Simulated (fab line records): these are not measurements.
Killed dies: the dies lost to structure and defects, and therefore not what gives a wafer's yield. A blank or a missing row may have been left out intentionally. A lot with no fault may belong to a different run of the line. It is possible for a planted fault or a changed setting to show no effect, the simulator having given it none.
fab line records	flow nand_harc	part 1 of 2: steps 1 to 20 of 30
[record] lots = 5	wafers = 15	last_day = 33
route steps=1302 shown A_STAIRCASE@790
lots untouched by any fault: they come from a run of this same line in which no faults occurred
start_h: start of the lot's first displayed wafer, in hours after the record's first day	wait_h: hours since the lot's step before	" unchanged from the row above	L1.1+2: a row that stands for several wafers	- value missing, or start not given	* or withheld: withheld	< > ~ a bound
route shown NAME@n: names a module that has steps shown in the file, with the first one's number in the route	usual: mean/standard deviation of fault-free wafers	same: alike in all rows	chamber/n: place in a boat	sites: the reading at each site	_std_site: the values' standard deviation	_edge_site: outer sites' mean less inner sites'	radius_mm: how far each site lies from the wafer's centre	mask NAME#n: copy n	behind: the tool/chamber that last shaped the wafer	hold: why the lot was held/for how many hours/how that ended	device: whichever transistor did not switch (one of n, p or np)	end of line: the route-end tests of the same wafers	a step with no rows: only its recipe	killed: the dies lost at the first sort to structure and to defects; this is not the yield of the wafer	map: a wafer's dies, marking killed ones x, the rest . and places with no die _
set.NAME: the setting the step ran with; set.NAME@STEP: the setting that earlier step ran with	model.NAME: the simulator's own value behind a step, which no gauge read
lots seen at some steps along the route; tables by step, rows by wafer
services: when a tool's chamber went out of use (start_h, in hours from the record's first day, below 0 if earlier), for how many hours, and the reason
[[steps]]
[step NHARC_A_STAIRCASE_STRIP_274]
[recipe] o2_flow_sccm = 500	ar_flow_sccm = 0	bias_w = 0	chemistry = O2
[usual] chamber_pressure_mTorr = 60.00/0.06	drypump_motor_current_A = 5.8/0.4	oes_product_au = 1.002/0.0092	rf_vpp_V = 58.0/0.9	showerhead_plenum_p_Torr = 3.56/0.14	throttle_valve_pct = 17.037/0.0086
[same] bias_w = 0
lot.wafer	tool	chamber	start_h	wait_h	chamber_pressure_mTorr	drypump_motor_current_A	oes_product_au	rf_hours_counter_h	rf_vpp_V	showerhead_plenum_p_Torr	throttle_valve_pct
L079.2	rie_diel-02	3	-	-	60.02	5.7	0.999	8	58.6	3.56	17.048
L079.5	"	3	"	"	59.97	5.7	0.996	-	58.7	3.55	17.044
L079.4	"	0	"	"	60.14	6.3	1.007	-	57.8	3.35	17.048
L093.2	rie_diel-09	0	-	-	60.00	6.2	0.990	14	59.1	3.74	17.038
L093.1	"	3	"	"	59.86	5.0	0.998	14	56.8	3.37	17.037
L093.5	"	0	"	"	59.99	6.2	0.988	-	58.7	3.74	17.052
L094.3	rie_diel-13	0	-	-	59.98	5.9	1.007	19	57.5	3.60	17.026
L094.5	"	1	"	"	60.02	5.9	1.014	-	57.3	3.59	17.039
L094.6	"	2	"	"	60.01	5.8	1.016	-	57.6	3.38	17.028
L095.4	rie_diel-09	0	-	-	60.02	6.2	0.984	24	57.8	3.73	17.035
L095.1	"	1	"	"	60.00	5.5	1.002	27	57.1	3.54	17.043
L095.5	"	3	"	"	60.03	4.9	0.997	-	58.5	3.36	17.031
L096.1	rie_diel-02	0	-	-	59.97	6.3	0.989	6	56.6	3.32	17.042
L096.3	"	1	"	"	60.02	5.1	1.003	6	58.4	3.63	17.028
L096.6	"	2	"	"	60.07	5.6	1.015	-	59.9	3.77	17.043
[step NHARC_A_STAIRCASE_STRIP_275]
[recipe] time_s = 900	temp_c = 130	chemistry = SPM
[usual] bath_heat_duty_pct = 15.4/1.8
lot.wafer	tool	chamber	start_h	wait_h	bath_heat_duty_pct
L079.4	wet_bench-09	5	428.42	-	16.0
L079.5	"	6	"	"	13.3
L079.2	"	1	"	"	15.6
L093.2	wet_bench-09	6	551.14	-	15.0
L093.1	"	7	"	"	15.8
L093.5	"	0	"	"	17.1
L094.6	wet_bench-05	3	577.94	-	13.6
L094.5	"	6	"	"	11.9
L094.3	"	7	"	"	13.5
L095.5	wet_bench-09	0	580.33	-	18.1
L095.1	"	3	"	"	12.5
L095.4	"	4	"	"	13.5
L096.3	wet_bench-09	6	601.17	-	14.3
L096.6	"	1	"	"	17.0
L096.1	"	3	"	"	14.1
[step NHARC_A_STAIRCASE_PRECLEAN_276]
[recipe] time_s = *	temp_c = 50	bath_age_min = 0	chemistry = SC1
[usual] bath_heat_duty_pct = 7.3/0.87
lot.wafer	tool	chamber	start_h	wait_h	bath_heat_duty_pct
L079.4	wet_bench-09	5	-	-	7.9
L079.5	"	6	"	"	6.8
L079.2	"	1	"	"	9.1
L093.2	wet_bench-09	6	-	-	6.3
L093.1	"	7	"	"	7.3
L093.5	"	0	"	"	8.4
L094.6	wet_bench-05	3	-	-	6.2
L094.5	"	6	"	"	6.7
L094.3	"	7	"	"	6.4
L095.5	wet_bench-09	0	-	-	7.7
L095.1	"	3	"	"	6.4
L095.4	"	4	"	"	6.7
L096.3	wet_bench-09	6	-	-	6.7
L096.6	"	1	"	"	8.6
L096.1	"	3	"	"	5.9
[step NHARC_A_STAIRCASE_SRD_277]
lot.wafer	tool	chamber	start_h	wait_h
L079.4+5+2	wet_bench-09	5,6,1	-	-
L093.2+1+5	wet_bench-09	6,7,0	-	-
L094.6+5+3	wet_bench-05	3,6,7	-	-
L095.5+1+4	wet_bench-09	0,3,4	-	-
L096.3+6+1	wet_bench-09	6,1,3	-	-
[step NHARC_A_STAIRCASE_HM_DEP_459]
[recipe] target_thk_a = 15000	temp_c = 400	material = aC
[usual] throttle_valve_pct = 34.999/0.0088
lot.wafer	tool	chamber	start_h	wait_h	throttle_valve_pct
L079.2	acl_dep-03	0	433.46	4.6	35.004
L079.4	"	0	"	"	34.996
L079.5	"	0	"	"	35.005
L093.1	acl_dep-03	0	556.50	4.9	35.010
L093.2	"	0	"	"	34.986
L093.5	"	0	"	"	34.992
L094.3	acl_dep-02	0	579.86	1.5	35.003
L094.5	"	0	"	"	34.988
L094.6	"	0	"	"	34.995
L095.1	acl_dep-02	0	581.07	0.3	34.986
L095.4	"	0	"	"	34.988
L095.5	"	0	"	"	34.997
L096.1	acl_dep-01	0	601.69	0.1	34.984
L096.3	"	0	"	"	35.005
L096.6	"	0	"	"	35.012
[step NHARC_A_STAIRCASE_DEP_280]
[recipe] target_thk_a = 300	target_thk_nm = 30	temp_c = 400	pressure_torr = 3.5	flow_sccm = 200	rf_w = 350	material = SiON
[usual] heater_power_w = 745/74
lot.wafer	tool	chamber	start_h	wait_h	heater_power_w
L079.2	pecvd-03	0	435.07	1.3	657
L079.5	"	1	"	"	701
L079.4	"	0	"	"	642
L093.1	pecvd-01	1	558.39	1.6	663
L093.2	"	2	"	"	853
L093.5	"	1	"	"	673
L094.3	pecvd-04	1	581.09	0.9	768
L094.6	"	1	"	"	766
L094.5	"	2	"	"	894
L095.1	pecvd-03	1	582.98	1.6	731
L095.5	"	2	"	"	717
L095.4	"	0	"	"	586
L096.1	pecvd-01	1	603.53	1.5	735
L096.3	"	2	"	"	809
L096.6	"	1	"	"	719
[step NHARC_A_STAIRCASE_DEHYDRATE_281]
[recipe] temp_c = 150	time_s = 120
[usual] chill_plate_temp_C = 23.00/0.097
lot.wafer	tool	chamber	start_h	wait_h	chill_plate_temp_C
L079.2	litho_track-07	0	435.29	0.2	23.20
L079.4	"	0	"	"	23.07
L079.5	"	0	"	"	23.07
L093.1	litho_track-07	0	558.63	0.2	22.95
L093.2	"	0	"	"	23.01
L093.5	"	0	"	"	22.98
L094.3	litho_track-03	0	581.36	0.2	23.16
L094.5	"	0	"	"	22.96
L094.6	"	0	"	"	22.89
L095.1	litho_track-07	0	583.20	0.2	23.11
L095.4	"	0	"	"	23.11
L095.5	"	0	"	"	23.07
L096.1	litho_track-02	0	603.80	0.2	23.00
L096.3	"	0	"	"	22.87
L096.6	"	0	"	"	23.01
[step NHARC_A_STAIRCASE_HMDS_282]
[recipe] time_s = 30
[usual] chill_plate_temp_C = 22.98/0.12
lot.wafer	tool	chamber	start_h	wait_h	chill_plate_temp_C
L079.2	litho_track-07	0	-	-	22.98
L079.4	"	0	"	"	22.99
L079.5	"	0	"	"	22.92
L093.1	litho_track-07	0	-	-	22.89
L093.2	"	0	"	"	22.96
L093.5	"	0	"	"	23.09
L094.3	litho_track-03	0	-	-	22.90
L094.5	"	0	"	"	22.93
L094.6	"	0	"	"	22.98
L095.1	litho_track-07	0	-	-	23.09
L095.4	"	0	"	"	23.08
L095.5	"	0	"	"	23.21
L096.1	litho_track-02	0	-	-	23.01
L096.3	"	0	"	"	22.95
L096.6	"	0	"	"	22.88
[step NHARC_A_STAIRCASE_COAT_283]
[recipe] spin_rpm = 1200
[usual] chill_plate_temp_C = 23.02/0.1
lot.wafer	tool	chamber	start_h	wait_h	chill_plate_temp_C
L079.2	litho_track-07	0	-	-	22.99
L079.4	"	0	"	"	22.88
L079.5	"	0	"	"	22.93
L093.1	litho_track-07	0	-	-	23.09
L093.2	"	0	"	"	23.06
L093.5	"	0	"	"	23.07
L094.3	litho_track-03	0	-	-	22.86
L094.5	"	0	"	"	23.03
L094.6	"	0	"	"	23.03
L095.1	litho_track-07	0	-	-	22.98
L095.4	"	0	"	"	22.99
L095.5	"	0	"	"	23.01
L096.1	litho_track-02	0	-	-	22.95
L096.3	"	0	"	"	22.94
L096.6	"	0	"	"	22.92
[step NHARC_A_STAIRCASE_SOFTBAKE_284]
[recipe] temp_c = 135	time_s = 170
[usual] chill_plate_temp_C = 23.01/0.1
lot.wafer	tool	chamber	start_h	wait_h	chill_plate_temp_C
L079.2	litho_track-07	0	-	-	23.26
L079.4	"	0	"	"	23.16
L079.5	"	0	"	"	23.17
L093.1	litho_track-07	0	-	-	22.99
L093.2	"	0	"	"	23.02
L093.5	"	0	"	"	23.02
L094.3	litho_track-03	0	-	-	23.10
L094.5	"	0	"	"	22.85
L094.6	"	0	"	"	23.00
L095.1	litho_track-07	0	-	-	22.95
L095.4	"	0	"	"	23.00
L095.5	"	0	"	"	22.96
L096.1	litho_track-02	0	-	-	22.74
L096.3	"	0	"	"	23.03
L096.6	"	0	"	"	22.85
[step NHARC_A_STAIRCASE_EBR_285]
[usual] chill_plate_temp_C = 22.97/0.11
lot.wafer	tool	chamber	start_h	wait_h	chill_plate_temp_C
L079.2	litho_track-07	0	-	-	22.91
L079.4	"	0	"	"	23.04
L079.5	"	0	"	"	22.84
L093.1	litho_track-07	0	-	-	22.97
L093.2	"	0	"	"	23.03
L093.5	"	0	"	"	22.98
L094.3	litho_track-03	0	-	-	22.79
L094.5	"	0	"	"	23.01
L094.6	"	0	"	"	22.90
L095.1	litho_track-07	0	-	-	23.17
L095.4	"	0	"	"	23.09
L095.5	"	0	"	"	23.12
L096.1	litho_track-02	0	-	-	23.08
L096.3	"	0	"	"	22.98
L096.6	"	0	"	"	22.90
[step NHARC_A_STAIRCASE_EXPOSE_286]
[recipe] na = 0.5	dose_mj = 25.01	mask_id = CHOP_100
lot.wafer	tool	chamber	start_h	wait_h	mask
L079.2+4+5	krf_scanner-02	0	435.63	-	CHOP_100#0
L093.1+2+5	krf_scanner-03	0	558.84	-	CHOP_100#0
L094.3+5+6	krf_scanner-04	0	581.58	-	CHOP_100#0
L095.1+4+5	krf_scanner-04	0	583.40	-	CHOP_100#0
L096.1+3+6	krf_scanner-03	0	604.13	-	CHOP_100#0
[step NHARC_A_STAIRCASE_PEB_287]
[recipe] peb_temp_c = 115	peb_time_s = 130
[usual] chill_plate_temp_C = 23.00/0.11
lot.wafer	tool	chamber	start_h	wait_h	chill_plate_temp_C
L079.2	litho_track-07	0	435.69	0.1	22.99
L079.4	"	0	"	"	22.79
L079.5	"	0	"	"	23.00
L093.1	litho_track-07	0	558.90	0.1	22.89
L093.2	"	0	"	"	22.73
L093.5	"	0	"	"	22.84
L094.3	litho_track-07	0	581.64	0.1	23.07
L094.5	"	0	"	"	23.08
L094.6	"	0	"	"	23.10
L095.1	litho_track-07	0	583.47	0.1	23.05
L095.4	"	0	"	"	23.08
L095.5	"	0	"	"	23.03
L096.1	litho_track-02	0	604.20	0.1	23.10
L096.3	"	0	"	"	22.93
L096.6	"	0	"	"	22.98
[step NHARC_A_STAIRCASE_DEVELOP_288]
[recipe] time_s = 140
[usual] chill_plate_temp_C = 23.01/0.1
lot.wafer	tool	chamber	start_h	wait_h	chill_plate_temp_C
L079.2	litho_track-07	0	-	-	22.85
L079.4	"	0	"	"	22.95
L079.5	"	0	"	"	22.91
L093.1	litho_track-07	0	-	-	22.98
L093.2	"	0	"	"	23.00
L093.5	"	0	"	"	23.09
L094.3	litho_track-07	0	-	-	22.92
L094.5	"	0	"	"	22.97
L094.6	"	0	"	"	22.93
L095.1	litho_track-07	0	-	-	23.01
L095.4	"	0	"	"	23.09
L095.5	"	0	"	"	23.10
L096.1	litho_track-02	0	-	-	22.89
L096.3	"	0	"	"	23.14
L096.6	"	0	"	"	23.04
[step NHARC_A_STAIRCASE_HARDBAKE_290]
[recipe] temp_c = 120	time_s = 140
[usual] chill_plate_temp_C = 23.02/0.11
lot.wafer	tool	chamber	start_h	wait_h	chill_plate_temp_C
L079.2	litho_track-07	0	435.91	-	22.92
L079.4	"	0	"	"	22.89
L079.5	"	0	"	"	22.83
L093.1	litho_track-02	0	559.12	-	22.94
L093.2	"	0	"	"	22.94
L093.5	"	0	"	"	22.93
L094.3	litho_track-07	0	581.86	-	23.01
L094.5	"	0	"	"	22.95
L094.6	"	0	"	"	23.14
L095.1	litho_track-07	0	583.69	-	23.17
L095.4	"	0	"	"	22.89
L095.5	"	0	"	"	23.14
L096.1	litho_track-02	0	604.42	-	22.99
L096.3	"	0	"	"	23.01
L096.6	"	0	"	"	22.99
[step NHARC_A_STAIRCASE_DESCUM_291]
[recipe] time_s = 3	o2_flow_sccm = 200	ar_flow_sccm = 0	bias_power_w = 0	chemistry = O2
[usual] chamber_pressure_mTorr = 60.01/0.055	drypump_motor_current_A = 5.8/0.4	oes_product_au = 1.001/0.01	rf_vpp_V = 57.9/0.92	showerhead_plenum_p_Torr = 1.93/0.079	throttle_valve_pct = 11.311/0.0085
[same] bias_power_w = 0
lot.wafer	tool	chamber	start_h	wait_h	chamber_pressure_mTorr	drypump_motor_current_A	oes_product_au	rf_hours_counter_h	rf_vpp_V	showerhead_plenum_p_Torr	throttle_valve_pct
L079.2	rie_diel-02	1	436.01	-	60.01	5.1	0.990	7	58.0	1.99	11.314
L079.4	"	3	"	"	60.02	5.7	0.984	9	58.1	1.93	11.327
L079.5	"	0	"	"	60.06	6.3	1.004	-	58.0	1.81	11.299
L093.1	rie_diel-02	1	559.23	-	60.08	5.1	0.984	47	59.3	1.98	11.301
L093.2	"	2	"	"	60.00	5.7	1.012	55	56.6	2.06	11.309
L093.5	"	3	"	"	60.04	5.7	0.991	-	58.2	1.91	11.316
L094.3	rie_diel-02	3	581.97	-	60.08	5.7	1.007	0	57.7	1.91	11.306
L094.5	"	0	"	"	59.98	6.3	1.000	-	58.2	1.79	11.304
L094.6	"	1	"	"	60.03	5.2	1.011	-	56.6	1.98	11.309
L095.4	rie_diel-02	3	583.78	-	60.13	5.7	1.014	1	58.8	1.91	11.317
L095.1	"	2	"	"	59.98	5.7	1.010	1	57.9	2.06	11.316
L095.5	"	3	"	"	59.96	5.7	1.008	-	57.8	1.91	11.298
L096.1	rie_diel-13	0	604.51	-	59.98	5.9	1.001	29	58.0	1.95	11.304
L096.3	"	2	"	"	60.05	5.8	1.011	27	57.3	1.82	11.320
L096.6	"	1	"	"	60.14	5.9	0.992	-	58.2	1.95	11.306
[step NHARC_A_STAIRCASE_ETCH_292]
[recipe] cf4_flow_sccm = 100	chf3_flow_sccm = 30	ar_flow_sccm = 0	rf_w = 500	bias_w = 200	chemistry = CF4/CHF3
[usual] bias_w = 200.1/0.62	chamber_pressure_mTorr = 25.00/0.031	drypump_motor_current_A = 5.8/0.39	oes_product_au = 0.932/0.018	rf_vpp_V = 371.2/2.2	showerhead_plenum_p_Torr = 1.59/0.061	throttle_valve_pct = 16.801/0.0091
lot.wafer	tool	chamber	start_h	wait_h	bias_w	chamber_pressure_mTorr	drypump_motor_current_A	oes_product_au	rf_hours_counter_h	rf_vpp_V	showerhead_plenum_p_Torr	throttle_valve_pct
L079.4	rie_diel-02	0	436.12	0.1	200.0	24.97	6.3	0.905	8	367.1	1.49	16.813
L079.2	"	1	"	"	199.8	25.00	5.1	0.917	7	372.8	1.63	16.812
L079.5	"	3	"	"	200.7	24.99	5.7	0.906	-	372.8	1.59	16.809
L093.2	rie_diel-02	1	559.30	0.1	201.0	25.02	5.1	0.921	47	372.6	1.62	16.789
L093.1	"	3	"	"	199.6	25.01	5.7	0.916	54	372.2	1.57	16.812
L093.5	"	2	"	"	199.7	24.98	5.6	0.935	-	374.9	1.69	16.802
L094.3	rie_diel-02	1	582.06	0.1	200.0	25.05	5.1	0.971	0	372.8	1.62	16.804
L094.6	"	2	"	"	199.9	24.99	5.7	0.981	-	375.3	1.68	16.796
L094.5	"	3	"	"	199.0	25.01	5.7	0.979	-	369.7	1.57	16.809
L095.4	rie_diel-02	2	583.87	0.1	199.2	25.02	5.6	0.991	1	374.4	1.68	16.805
L095.1	"	1	"	"	200.3	25.23	5.1	0.984	1	373.0	1.62	16.795
L095.5	"	2	"	"	199.7	24.99	5.6	0.988	-	374.4	1.68	16.793
L096.1	rie_diel-13	1	604.59	0.1	199.7	24.99	5.9	0.926	23	371.3	1.60	16.793
L096.3	"	2	"	"	199.6	25.03	5.8	0.927	27	367.6	1.50	16.785
L096.6	"	2	"	"	199.9	24.99	5.8	0.935	-	368.5	1.50	16.798
[step NHARC_A_STAIRCASE_HM_OPEN_460]
[recipe] o2_flow_sccm = 400	cos_flow_sccm = 20	ar_flow_sccm = 0	rf_w = 500	bias_w = 300	chemistry = O2/COS
[usual] bias_w = 299.9/0.93	chamber_pressure_mTorr = 20.001/0.018	drypump_motor_current_A = 5.8/0.4	oes_product_au = 1.001/0.0097	rf_vpp_V = 467.6/2.7	showerhead_plenum_p_Torr = 3.15/0.12	throttle_valve_pct = 28.331/0.0087
lot.wafer	tool	chamber	start_h	wait_h	bias_w	chamber_pressure_mTorr	drypump_motor_current_A	oes_product_au	rf_hours_counter_h	rf_vpp_V	showerhead_plenum_p_Torr	throttle_valve_pct
L079.2	rie_diel-02	0	-	-	298.2	20.013	6.3	1.001	8	463.3	2.96	28.323
L079.4	"	1	"	"	299.6	20.006	5.1	0.988	7	470.1	3.24	28.315
L079.5	"	1	"	"	300.1	19.999	5.1	0.987	-	469.5	3.24	28.338
L093.1	rie_diel-02	3	-	-	299.0	19.965	5.7	0.988	54	466.0	3.12	28.331
L093.2	"	1	"	"	300.2	19.998	5.1	0.991	47	469.7	3.22	28.325
L093.5	"	0	"	"	300.3	20.005	6.3	1.002	-	463.1	2.94	28.333
L094.3	rie_diel-02	0	-	-	299.2	19.977	6.2	0.974	0	464.5	2.94	28.329
L094.5	"	3	"	"	299.5	20.015	5.7	0.997	-	467.4	3.12	28.342
L094.6	"	0	"	"	299.3	20.018	6.3	0.990	-	462.9	2.94	28.341
L095.4	rie_diel-02	0	-	-	301.3	19.997	6.3	1.002	1	463.8	2.94	28.321
L095.1	"	1	"	"	300.9	19.989	5.1	1.001	1	468.6	3.22	28.323
L095.5	"	1	"	"	302.0	19.996	5.2	1.000	-	468.8	3.22	28.339
L096.3	rie_diel-13	0	-	-	301.5	19.988	5.9	1.008	29	467.7	3.19	28.337
L096.1	"	2	"	"	299.3	19.993	5.8	1.005	27	463.7	2.98	28.328
L096.6	"	0	"	"	302.1	20.018	5.9	1.005	-	469.1	3.19	28.337
[step NHARC_A_STAIRCASE_STRIP_461]
[recipe] o2_flow_sccm = 400	cos_flow_sccm = 20	ar_flow_sccm = 0	bias_w = 0	chemistry = O2/COS
lot.wafer	tool	chamber	start_h	wait_h
L079.2+4+5	rie_diel-02	2,1,2	-	-
L093.2+1+5	rie_diel-02	3,0,3	-	-
L094.3+6+5	rie_diel-02	0,2,3	-	-
L095.1+4+5	rie_diel-02	0,1,3	-	-
L096.1+3+6	rie_diel-13	1,3,1	-	-
[step NHARC_A_STAIRCASE_ETCH_452]
[recipe] target_depth_a = 300	overetch_a = 30	time_s = 16.5	ion_energy_ev = 100	cf4_flow_sccm = 80	o2_flow_sccm = 20	ar_flow_sccm = 0	rf_w = 300	bias_w = 100	chemistry = CF4/O2
[usual] bias_w = 100.03/0.29	chamber_pressure_mTorr = 30.004/0.028	drypump_motor_current_A = 5.8/0.39	oes_o_777_au = 1.000/0.0045	oes_product_au = 1.000/0.0095	rf_vpp_V = 198.1/1.2	showerhead_plenum_p_Torr = 1.35/0.053	throttle_valve_pct = 13.397/0.0089
lot.wafer	tool	chamber	start_h	wait_h	bias_w	chamber_pressure_mTorr	drypump_motor_current_A	oes_o_777_au	oes_product_au	rf_hours_counter_h	rf_vpp_V	showerhead_plenum_p_Torr	throttle_valve_pct
L079.2	rie_diel-02	0	-	-	99.70	29.952	6.3	1.003	1.006	8	195.2	1.26	13.407
L079.4	"	1	"	"	100.07	29.959	5.2	0.998	0.998	7	199.5	1.39	13.374
L079.5	"	2	"	"	99.86	30.058	5.6	1.000	1.008	-	200.1	1.44	13.398
L093.2	rie_diel-02	1	-	-	99.05	30.010	5.1	0.996	0.981	47	198.9	1.38	13.407
L093.1	"	2	"	"	99.74	30.014	5.6	0.993	1.017	55	199.2	1.43	13.399
L093.5	"	1	"	"	99.81	30.014	5.1	0.994	0.994	-	198.1	1.38	13.395
L094.3	rie_diel-02	3	-	-	99.95	29.996	5.7	0.996	0.998	0	197.7	1.33	13.407
L094.5	"	3	"	"	99.65	30.011	5.7	1.004	0.999	-	197.7	1.33	13.399
L094.6	"	0	"	"	99.96	30.025	6.3	0.982	0.995	-	195.4	1.25	13.415
L095.4	rie_diel-02	0	-	-	99.89	30.028	6.2	1.002	0.991	1	196.1	1.25	13.382
L095.1	"	1	"	"	100.05	30.001	5.2	1.005	1.009	1	199.0	1.38	13.397
L095.5	"	1	"	"	99.60	29.978	5.1	1.003	0.998	-	198.0	1.38	13.396
L096.1	rie_diel-13	0	-	-	99.92	30.044	5.8	1.007	1.001	29	197.1	1.36	13.408
L096.3	"	1	"	"	99.94	30.006	5.9	1.002	1.006	23	197.6	1.36	13.394
L096.6	"	0	"	"	100.31	30.035	5.9	1.002	1.007	-	199.7	1.36	13.394
